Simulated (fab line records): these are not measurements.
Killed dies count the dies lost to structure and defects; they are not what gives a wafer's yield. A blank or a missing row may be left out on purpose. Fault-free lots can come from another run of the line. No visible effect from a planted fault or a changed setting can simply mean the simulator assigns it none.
fab line records	flow n5_finfet	part 1 of 2: steps 1 to 4 of 6
record: lots: 22	wafers: 66	last_day: 19
route steps=1938 shown SPACER0@260 SD_EPI_N@278 SD_EPI_P@312 SD_ACTIVATION@330 SDB@365
lots untouched by any fault: they come from a run of this same line in which no faults occurred
start_h: hours from the record's opening day to when the first of the lot's shown wafers began	wait_h: time in hours since the lot's previous step	" the same as in the row above	L1.1+2: one row covering several wafers at once	- either no value or no given start	* or withheld: withheld	< > ~ a bound
route shown NAME@n: a module of which the file shows steps, and the number in the route of the first	usual: mean/standard deviation of fault-free wafers	same: alike in all rows	chamber/n: place in a boat	sites: the reading at each site	_std_site: standard deviation of those values	_edge_site: the outer-site mean with the inner-site mean subtracted	radius_mm: how far each site lies from the wafer's centre	mask NAME#n: copy n	behind: the last tool/chamber to shape the wafer	hold: what put the lot on hold/how long, in hours/how the hold closed	device: which transistor (n, p or np) failed to switch	end of line: at the end of the route, the tests of the same wafers	step lacking rows: just its recipe	killed: at the first sort, the dies lost to defects and structure; wafer yield is something else	map: a wafer's dies, marking killed ones x, the rest . and places with no die _
set.NAME: the setting the step ran with; set.NAME@STEP: the setting that earlier step ran with	model.NAME: the simulator's own value behind a step, which no gauge read
a sample of lots followed through the steps of the route, with each step as a table and each wafer as a row
services: from which hour (start_h, from the record's first day; less than 0 if before it) a tool's chamber was out of use, for how many hours, and why
== steps ==
step: N5_SPACER0_ALD_08
recipe: material: SiNx	target_thk_a: 20	temp_c: 400	ald_precursor_family: SiH2I2	ald_co_reactant: N2/H2-plasma	pressure_torr: 2
usual: heater_power_w: 874/65
lot.wafer	tool	chamber	start_h	wait_h	heater_power_w
L074.1	ald_sin-04	1	48.67	0.1	958
L074.2	"	3	"	"	740
L074.3	"	0	"	"	974
L075.1	ald_sin-01	1	56.57	0.1	829
L075.2	"	3	"	"	869
L075.5	"	3	"	"	868
L076.1	ald_sin-02	0	65.24	0.1	806
L076.2	"	3	"	"	880
L076.5	"	1	"	"	913
L077.1	ald_sin-01	3	65.58	0.1	888
L077.2	"	0	"	"	885
L077.5	"	2	"	"	827
L078.1	ald_sin-01	1	73.22	0.1	860
L078.3	"	3	"	"	858
L078.6	"	1	"	"	832
L079.2	ald_sin-02	2	78.34	0.1	854
L079.3	"	1	"	"	907
L079.6	"	0	"	"	824
L080.1	ald_sin-01	3	86.97	0.1	890
L080.2	"	0	"	"	877
L080.6	"	3	"	"	887
L081.2	ald_sin-01	0	92.65	0.1	879
L081.5	"	2	"	"	844
L081.6	"	3	"	"	848
L082.1	ald_sin-01	3	99.31	0.1	884
L082.2	"	0	"	"	828
L082.5	"	1	"	"	834
L083.1	ald_sin-04	2	103.18	0.1	923
L083.4	"	0	"	"	983
L083.6	"	1	"	"	932
L084.4	ald_sin-02	2	109.15	0.1	883
L084.5	"	3	"	"	891
L084.6	"	0	"	"	837
L085.2	ald_sin-01	1	114.39	0.1	824
L085.4	"	0	"	"	860
L085.5	"	0	"	"	876
L086.1	ald_sin-04	0	124.39	0.1	988
L086.2	"	1	"	"	948
L086.6	"	0	"	"	1009
L087.4	ald_sin-02	2	128.10	0.1	905
L087.5	"	1	"	"	903
L087.6	"	0	"	"	850
L088.1	ald_sin-04	3	131.39	0.1	716
L088.3	"	2	"	"	949
L088.5	"	3	"	"	710
L089.1	ald_sin-04	0	136.51	0.1	972
L089.5	"	2	"	"	946
L089.6	"	1	"	"	983
L091.2	ald_sin-01	1	149.98	0.1	839
L091.3	"	2	"	"	829
L091.4	"	0	"	"	860
L092.1	ald_sin-02	0	158.16	0.1	832
L092.2	"	1	"	"	917
L092.6	"	0	"	"	821
L093.3	ald_sin-02	2	167.12	0.1	872
L093.5	"	2	"	"	893
L093.6	"	3	"	"	863
L094.1	ald_sin-04	2	169.56	0.1	952
L094.4	"	3	"	"	718
L094.5	"	0	"	"	980
L095.2	ald_sin-02	0	182.41	0.1	824
L095.3	"	3	"	"	855
L095.6	"	2	"	"	877
L096.2	ald_sin-02	1	182.95	0.1	919
L096.5	"	1	"	"	917
L096.6	"	2	"	"	878
step: N5_SD_EPI_N_ETCH_45
recipe: chemistry: CH3F/O2	target: SiOCN	target_depth_a: 60	mask_material: SOC	ion_energy_ev: 60	bias_w: 29	pressure_mtorr: 15	source_w: 410	Ar_flow_sccm: 150	CH3F_flow_sccm: 30	O2_flow_sccm: 20
usual: drypump_motor_current_A: 5.8/0.4	oes_product_au: 0.77/0.093	rf_fwd_power_W: 408.1/1.4	rf_vpp_V: 127.5/1.1	showerhead_plenum_p_Torr: 2.01/0.071	throttle_valve_pct: 23.37/0.25
lot.wafer	tool	chamber	start_h	wait_h	drypump_motor_current_A	oes_product_au	rf_fwd_power_W	rf_hours_counter_h	rf_vpp_V	showerhead_plenum_p_Torr	throttle_valve_pct
L074.1	rie_diel-01	0	49.99	0.1	5.1	0.85	407.1	48	128.3	2.10	23.22
L074.2	"	1	"	"	6.1	0.69	407.1	245	128.2	2.05	23.50
L074.3	"	2	"	"	5.5	0.98	408.8	4	128.4	2.04	23.09
L075.1	rie_diel-03	0	57.96	0.1	6.2	0.74	407.3	146	127.3	2.08	23.48
L075.2	"	3	"	"	5.1	0.71	405.6	187	126.1	1.90	23.59
L075.5	"	2	"	"	5.2	0.72	408.1	-	126.4	2.00	23.66
L076.1	rie_diel-05	3	66.40	0.1	6.1	0.74	406.0	171	126.7	1.89	23.10
L076.2	"	2	"	"	6.1	0.76	408.3	138	128.6	2.08	23.56
L076.5	"	2	"	"	6.1	0.78	406.3	-	129.2	2.08	23.55
L077.1	rie_diel-03	0	66.74	0.1	6.2	0.73	407.4	150	128.8	2.08	23.49
L077.2	"	1	"	"	6.1	0.70	407.2	229	126.6	1.97	23.06
L077.5	"	1	"	"	6.1	0.71	407.9	-	126.9	1.97	23.07
L078.1	rie_diel-05	3	74.87	0.1	6.1	0.74	408.2	174	127.1	1.89	23.10
L078.3	"	2	"	"	6.1	0.77	405.1	141	127.8	2.08	23.54
L078.6	"	1	"	"	5.5	0.70	409.8	-	126.5	1.97	23.41
L079.2	rie_diel-03	0	79.38	0.1	6.2	0.72	406.3	157	126.4	2.08	23.50
L079.3	"	1	"	"	6.1	0.69	408.4	235	126.3	1.97	23.08
L079.6	"	2	"	"	5.2	0.71	408.3	-	128.2	1.99	23.68
L080.1	rie_diel-03	2	88.15	0.1	5.2	0.71	408.0	208	126.7	1.99	23.69
L080.2	"	1	"	"	6.1	0.70	411.0	239	128.3	1.97	23.08
L080.6	"	1	"	"	6.1	0.70	409.7	-	127.4	1.97	23.09
L081.2	rie_diel-05	0	93.81	0.1	6.1	0.71	407.8	215	125.4	1.89	23.20
L081.5	"	2	"	"	6.1	0.75	406.6	-	128.6	2.08	23.56
L081.6	"	3	"	"	6.1	0.74	407.5	-	127.6	1.89	23.12
L082.1	rie_diel-05	2	100.48	0.1	6.1	0.74	408.0	151	128.0	2.08	23.57
L082.2	"	3	"	"	6.1	0.73	407.5	183	128.0	1.89	23.12
L082.5	"	3	"	"	6.1	0.73	407.5	-	126.1	1.89	23.12
L083.1	rie_diel-03	2	104.34	0.1	5.2	0.70	407.1	216	128.2	1.99	23.70
L083.4	"	0	"	"	6.2	0.71	407.2	-	128.2	2.07	23.52
L083.6	"	1	"	"	6.1	0.69	409.2	-	127.2	1.97	23.08
L084.4	rie_diel-01	3	110.13	0.1	5.7	0.70	408.1	241	125.4	1.89	24.00
L084.5	"	3	"	"	5.7	0.70	408.3	-	126.3	1.89	24.01
L084.6	"	0	"	"	5.1	0.83	409.0	-	127.9	2.09	23.26
L085.2	rie_diel-01	1	115.56	0.1	6.1	0.95	408.4	14	128.9	2.05	23.06
L085.4	"	3	"	"	5.7	0.68	408.6	242	124.4	1.89	23.99
L085.5	"	0	"	"	5.1	0.82	406.0	-	127.9	2.09	23.26
L086.1	rie_diel-03	2	125.55	0.1	5.2	0.70	407.7	225	127.2	1.99	23.72
L086.2	"	1	"	"	6.1	0.68	411.6	256	128.4	1.96	23.09
L086.6	"	2	"	"	5.2	0.70	408.9	-	127.8	1.99	23.69
L087.4	rie_diel-05	0	129.44	0.1	6.1	0.70	407.5	228	125.9	1.89	23.22
L087.5	"	1	"	"	5.5	0.68	407.4	-	126.9	1.96	23.44
L087.6	"	0	"	"	6.1	0.70	407.4	-	126.2	1.89	23.22
L088.1	rie_diel-03	2	132.73	0.1	5.2	0.70	409.7	230	126.6	1.98	23.72
L088.3	"	0	"	"	6.1	0.71	412.1	182	129.0	2.07	23.52
L088.5	"	1	"	"	6.1	0.68	410.3	-	126.7	1.96	23.11
L089.1	rie_diel-03	0	137.58	0.1	6.2	0.71	406.4	184	128.6	2.07	23.54
L089.5	"	2	"	"	5.2	0.69	409.7	-	128.9	1.98	23.71
L089.6	"	0	"	"	6.2	0.71	408.7	-	130.1	2.07	23.52
L091.2	rie_diel-01	1	151.54	0.1	6.1	0.93	406.6	27	128.3	2.04	23.08
L091.3	"	0	"	"	5.1	0.81	408.2	89	129.0	2.09	23.28
L091.4	"	0	"	"	5.2	0.80	407.2	-	127.4	2.09	23.27
L092.1	rie_diel-01	2	160.29	0.1	5.6	0.89	408.6	37	126.2	2.02	23.13
L092.2	"	0	"	"	5.2	0.79	407.9	95	128.4	2.09	23.28
L092.6	"	3	"	"	5.7	0.94	407.6	-	128.6	2.13	23.66
L093.3	rie_diel-01	3	168.28	0.1	5.7	0.93	410.9	7	128.8	2.13	23.66
L093.5	"	3	"	"	5.7	0.95	410.8	-	130.9	2.13	23.65
L093.6	"	0	"	"	5.1	0.79	407.5	-	127.7	2.09	23.29
L094.1	rie_diel-01	1	170.59	0.1	6.1	0.91	406.9	36	127.0	2.04	23.09
L094.4	"	2	"	"	5.6	0.90	409.3	41	128.2	2.02	23.15
L094.5	"	2	"	"	5.6	0.90	410.4	-	127.5	2.02	23.16
L095.2	rie_diel-01	1	183.57	0.1	6.1	0.90	408.2	40	128.6	2.04	23.10
L095.3	"	3	"	"	5.7	0.92	408.3	11	127.5	2.13	23.65
L095.6	"	0	"	"	5.2	0.79	408.1	-	128.7	2.08	23.30
L096.2	rie_diel-05	3	184.35	0.1	6.1	0.72	406.5	203	126.6	1.88	23.15
L096.5	"	1	"	"	5.5	0.66	407.8	-	128.0	1.96	23.46
L096.6	"	0	"	"	6.1	0.69	409.8	-	126.5	1.89	23.22
step: N5_SD_EPI_N_ETCH_16
recipe: chemistry: CHF3/O2	target: SiO2	target_depth_a: 50	mask_material: SOC	pressure_mtorr: 30	source_w: 650	bias_w: 170	Ar_flow_sccm: 200	CHF3_flow_sccm: 50	O2_flow_sccm: 5	ion_energy_ev: 200
usual: drypump_motor_current_A: 5.8/0.4	oes_product_au: 0.77/0.092	rf_fwd_power_W: 642.4/2.6	rf_vpp_V: 524/11	showerhead_plenum_p_Torr: 2.43/0.081	throttle_valve_pct: 18.93/0.24
lot.wafer	tool	chamber	start_h	wait_h	drypump_motor_current_A	oes_product_au	rf_fwd_power_W	rf_hours_counter_h	rf_vpp_V	showerhead_plenum_p_Torr	throttle_valve_pct
L074.1	rie_diel-01	0	50.09	0.1	5.1	0.84	641.7	48	530	2.53	18.72
L074.2	"	1	"	"	6.1	0.68	640.8	245	539	2.48	19.04
L074.3	"	2	"	"	5.6	0.98	646.4	4	536	2.45	18.61
L075.1	rie_diel-03	0	58.06	0.1	6.2	0.74	641.0	146	532	2.51	19.01
L075.2	"	3	"	"	5.1	0.71	644.1	187	525	2.30	19.17
L075.5	"	2	"	"	5.2	0.72	639.5	-	521	2.42	19.23
L076.1	rie_diel-05	3	66.50	0.1	6.1	0.76	644.4	171	506	2.29	18.77
L076.2	"	2	"	"	6.1	0.77	641.5	138	536	2.51	19.06
L076.5	"	2	"	"	6.1	0.77	642.1	-	536	2.51	19.06
L077.1	rie_diel-03	0	66.84	0.1	6.2	0.74	638.3	150	532	2.51	19.04
L077.2	"	1	"	"	6.1	0.70	645.9	229	519	2.39	18.69
L077.5	"	1	"	"	6.1	0.70	646.6	-	520	2.39	18.69
L078.1	rie_diel-05	3	74.97	0.1	6.2	0.75	643.6	174	505	2.29	18.77
L078.3	"	2	"	"	6.1	0.77	638.5	141	537	2.51	19.06
L078.6	"	1	"	"	5.5	0.69	638.8	-	512	2.38	19.04
L079.2	rie_diel-03	0	79.48	0.1	6.1	0.73	640.1	157	529	2.51	19.06
L079.3	"	1	"	"	6.1	0.70	648.3	235	519	2.38	18.70
L079.6	"	2	"	"	5.2	0.71	640.3	-	522	2.41	19.24
L080.1	rie_diel-03	2	88.25	0.1	5.2	0.71	640.3	208	523	2.41	19.25
L080.2	"	1	"	"	6.1	0.69	645.0	239	520	2.38	18.70
L080.6	"	1	"	"	6.1	0.69	645.2	-	522	2.38	18.70
L081.2	rie_diel-05	0	93.91	0.1	6.1	0.70	641.7	215	508	2.30	18.84
L081.5	"	2	"	"	6.2	0.75	639.2	-	534	2.51	19.07
L081.6	"	3	"	"	6.1	0.74	643.8	-	505	2.29	18.77
L082.1	rie_diel-05	2	100.58	0.1	6.1	0.75	641.6	151	537	2.50	19.08
L082.2	"	3	"	"	6.1	0.74	645.0	183	506	2.29	18.78
L082.5	"	3	"	"	6.1	0.74	645.1	-	505	2.29	18.78
L083.1	rie_diel-03	2	104.44	0.1	5.2	0.70	638.9	216	522	2.41	19.25
L083.4	"	0	"	"	6.2	0.72	643.2	-	531	2.50	19.07
L083.6	"	1	"	"	6.1	0.69	643.1	-	520	2.38	18.71
L084.4	rie_diel-01	3	110.23	0.1	5.7	0.69	642.1	241	507	2.29	19.55
L084.5	"	3	"	"	5.7	0.68	647.1	-	507	2.29	19.54
L084.6	"	0	"	"	5.1	0.82	639.9	-	532	2.52	18.78
L085.2	rie_diel-01	1	115.66	0.1	6.1	0.96	641.2	14	538	2.47	18.62
L085.4	"	3	"	"	5.7	0.69	646.2	242	506	2.29	19.55
L085.5	"	0	"	"	5.1	0.81	640.9	-	531	2.52	18.78
L086.1	rie_diel-03	2	125.65	0.1	5.2	0.71	642.1	225	521	2.40	19.28
L086.2	"	1	"	"	6.1	0.69	638.6	256	520	2.38	18.73
L086.6	"	2	"	"	5.2	0.70	642.3	-	521	2.40	19.29
L087.4	rie_diel-05	0	129.54	0.1	6.0	0.70	642.8	228	506	2.29	18.85
L087.5	"	1	"	"	5.5	0.68	640.4	-	514	2.38	19.05
L087.6	"	0	"	"	6.1	0.70	644.9	-	507	2.29	18.86
L088.1	rie_diel-03	2	132.83	0.1	5.2	0.69	638.7	230	519	2.40	19.29
L088.3	"	0	"	"	6.2	0.71	638.5	182	528	2.50	19.09
L088.5	"	1	"	"	6.1	0.68	645.8	-	520	2.37	18.73
L089.1	rie_diel-03	0	137.68	0.1	6.2	0.70	640.5	184	530	2.49	19.09
L089.5	"	2	"	"	5.2	0.69	640.5	-	522	2.40	19.29
L089.6	"	0	"	"	6.2	0.71	640.8	-	530	2.49	19.10
L091.2	rie_diel-01	1	151.64	0.1	6.1	0.93	638.4	27	538	2.46	18.65
L091.3	"	0	"	"	5.1	0.81	644.8	89	531	2.52	18.80
L091.4	"	0	"	"	5.1	0.80	642.8	-	531	2.52	18.80
L092.1	rie_diel-01	2	160.39	0.1	5.5	0.90	649.3	37	537	2.44	18.65
L092.2	"	0	"	"	5.1	0.79	645.1	95	532	2.52	18.82
L092.6	"	3	"	"	5.7	0.95	643.9	-	517	2.57	19.16
L093.3	rie_diel-01	3	168.38	0.1	5.7	0.94	645.3	7	516	2.57	19.16
L093.5	"	3	"	"	5.7	0.93	645.0	-	516	2.57	19.15
L093.6	"	0	"	"	5.2	0.79	641.7	-	530	2.51	18.81
L094.1	rie_diel-01	1	170.69	0.1	6.1	0.90	637.9	36	537	2.46	18.68
L094.4	"	2	"	"	5.6	0.87	645.1	41	536	2.44	18.68
L094.5	"	2	"	"	5.6	0.90	647.0	-	537	2.44	18.67
L095.2	rie_diel-01	1	183.67	0.1	6.1	0.89	642.2	40	538	2.46	18.66
L095.3	"	3	"	"	5.7	0.93	644.8	11	516	2.57	19.17
L095.6	"	0	"	"	5.2	0.79	640.8	-	529	2.51	18.82
L096.2	rie_diel-05	3	184.45	0.1	6.1	0.72	640.3	203	504	2.28	18.80
L096.5	"	1	"	"	5.5	0.66	643.7	-	512	2.37	19.07
L096.6	"	0	"	"	6.1	0.69	646.3	-	507	2.29	18.87
step: N5_SD_EPI_P_ETCH_16
recipe: chemistry: CHF3/O2	target: SiO2	target_depth_a: 50	mask_material: SOC	pressure_mtorr: 30	source_w: 650	bias_w: 170	Ar_flow_sccm: 200	CHF3_flow_sccm: 50	O2_flow_sccm: 5	ion_energy_ev: 200
usual: drypump_motor_current_A: 5.5/0.5	oes_product_au: 0.78/0.071	rf_fwd_power_W: 642.9/2.5	rf_vpp_V: 524/7.6	showerhead_plenum_p_Torr: 2.44/0.057	throttle_valve_pct: 18.91/0.16
lot.wafer	tool	chamber	start_h	wait_h	drypump_motor_current_A	oes_product_au	rf_fwd_power_W	rf_hours_counter_h	rf_vpp_V	showerhead_plenum_p_Torr	throttle_valve_pct
L074.1	rie_diel-04	1	56.34	0.1	6.2	0.79	645.4	125	526	2.53	18.79
L074.2	"	3	"	"	5.4	0.89	644.1	19	513	2.47	18.82
L074.3	"	0	"	"	5.1	0.84	642.6	53	518	2.45	18.83
L075.1	rie_diel-02	0	62.50	0.1	5.3	0.73	637.3	169	521	2.40	19.04
L075.2	"	3	"	"	5.0	0.79	643.2	132	529	2.53	18.73
L075.5	"	0	"	"	5.3	0.73	638.2	-	522	2.40	19.02
L076.1	rie_diel-04	2	71.22	0.1	5.0	0.91	643.3	37	547	2.37	18.98
L076.2	"	1	"	"	6.1	0.78	641.4	130	527	2.52	18.78
L076.5	"	1	"	"	6.1	0.78	641.4	-	526	2.52	18.78
L077.1	rie_diel-06	2	72.05	0.1	5.8	0.77	641.9	128	528	2.41	19.07
L077.2	"	1	"	"	5.5	0.78	646.1	141	520	2.51	19.07
L077.5	"	3	"	"	6.3	0.70	644.2	-	521	2.38	19.06
L078.1	rie_diel-02	3	80.31	0.1	4.9	0.77	643.4	138	529	2.52	18.73
L078.3	"	2	"	"	6.3	0.71	641.4	236	529	2.49	19.21
L078.6	"	1	"	"	5.7	0.82	644.5	-	519	2.41	18.70
L079.2	rie_diel-02	3	84.03	0.1	4.9	0.77	645.6	139	528	2.52	18.74
L079.3	"	2	"	"	6.4	0.70	643.0	236	529	2.49	19.23
L079.6	"	0	"	"	5.3	0.72	642.4	-	522	2.39	19.04
L080.1	rie_diel-02	2	92.68	0.1	6.4	0.70	648.3	240	528	2.49	19.20
L080.2	"	0	"	"	5.3	0.72	640.6	179	522	2.39	19.05
L080.6	"	3	"	"	5.0	0.78	641.1	-	529	2.52	18.75
L081.2	rie_diel-06	3	98.92	0.1	6.2	0.69	642.4	238	521	2.38	19.06
L081.5	"	2	"	"	5.8	0.77	641.3	-	528	2.41	19.08
L081.6	"	3	"	"	6.2	0.68	645.1	-	520	2.38	19.07
L082.1	rie_diel-02	0	105.05	0.1	5.3	0.71	637.9	183	520	2.39	19.04
L082.2	"	2	"	"	6.4	0.69	640.3	243	527	2.49	19.21
L082.5	"	3	"	"	5.0	0.77	642.0	-	529	2.52	18.76
L083.1	rie_diel-02	3	109.51	0.1	5.0	0.76	645.4	147	528	2.52	18.76
L083.4	"	2	"	"	6.4	0.69	645.3	244	526	2.49	19.22
L083.6	"	0	"	"	5.3	0.71	644.7	-	520	2.39	19.05
L084.4	rie_diel-02	1	115.18	0.1	5.7	0.80	644.3	122	517	2.40	18.72
L084.5	"	1	"	"	5.7	0.80	644.8	-	518	2.40	18.71
L084.6	"	2	"	"	6.3	0.70	644.1	-	530	2.49	19.21
L085.2	rie_diel-04	3	120.13	0.1	5.3	0.86	642.7	39	512	2.46	18.84
L085.4	"	0	"	"	5.2	0.82	640.3	73	518	2.44	18.85
L085.5	"	3	"	"	5.3	0.86	641.4	-	512	2.46	18.85
L086.1	rie_diel-02	2	130.51	0.1	6.4	0.69	642.7	250	530	2.49	19.22
L086.2	"	3	"	"	4.9	0.75	644.0	153	528	2.52	18.76
L086.6	"	3	"	"	4.9	0.76	642.0	-	529	2.52	18.76
L087.4	rie_diel-04	2	134.34	0.0	5.0	0.89	645.6	-	545	2.36	19.01
L087.5	"	1	"	"	6.1	0.77	640.5	-	526	2.52	18.83
L087.6	"	0	"	"	5.2	0.81	641.4	-	518	2.44	18.87
L088.1	rie_diel-04	1	137.55	0.1	6.2	0.76	646.7	151	525	2.51	18.83
L088.3	"	2	"	"	5.0	0.89	644.0	57	547	2.36	19.02
L088.5	"	0	"	"	5.1	0.81	643.2	-	519	2.44	18.89
L089.1	rie_diel-06	2	142.13	0.1	5.8	0.76	645.0	150	528	2.40	19.11
L089.5	"	0	"	"	4.9	0.70	643.5	-	515	2.39	18.71
L089.6	"	2	"	"	5.8	0.77	643.4	-	530	2.40	19.11
L091.2	rie_diel-06	1	156.07	0.1	5.5	0.76	643.4	167	520	2.50	19.11
L091.3	"	2	"	"	5.8	0.76	639.4	154	530	2.40	19.11
L091.4	"	1	"	"	5.5	0.77	644.7	-	520	2.50	19.09
L092.1	rie_diel-02	3	164.82	0.1	4.9	0.75	643.9	163	529	2.51	18.78
L092.2	"	1	"	"	5.7	0.79	642.7	138	518	2.40	18.73
L092.6	"	1	"	"	5.7	0.79	644.9	-	517	2.40	18.73
L093.3	rie_diel-02	1	173.82	0.1	5.7	0.78	643.7	140	517	2.40	18.75
L093.5	"	3	"	"	4.9	0.74	641.4	-	529	2.51	18.78
L093.6	"	0	"	"	5.3	0.70	640.2	-	521	2.38	19.10
L094.1	rie_diel-02	2	175.18	0.1	6.3	0.95	644.5	5	530	2.49	18.87
L094.4	"	3	"	"	4.9	0.75	642.8	167	529	2.51	18.79
L094.5	"	3	"	"	5.0	0.75	641.8	-	527	2.51	18.78
L095.2	rie_diel-02	2	189.31	0.1	6.3	0.96	643.1	8	528	2.48	18.89
L095.3	"	0	"	"	5.3	0.70	640.7	207	520	2.38	19.11
L095.6	"	3	"	"	4.9	0.74	641.6	-	528	2.51	18.78
L096.2	rie_diel-04	3	189.63	0.1	5.3	0.84	639.5	53	513	2.46	18.86
L096.5	"	2	"	"	5.0	0.86	643.0	-	546	2.35	19.03
L096.6	"	1	"	"	6.1	0.76	647.1	-	525	2.51	18.86
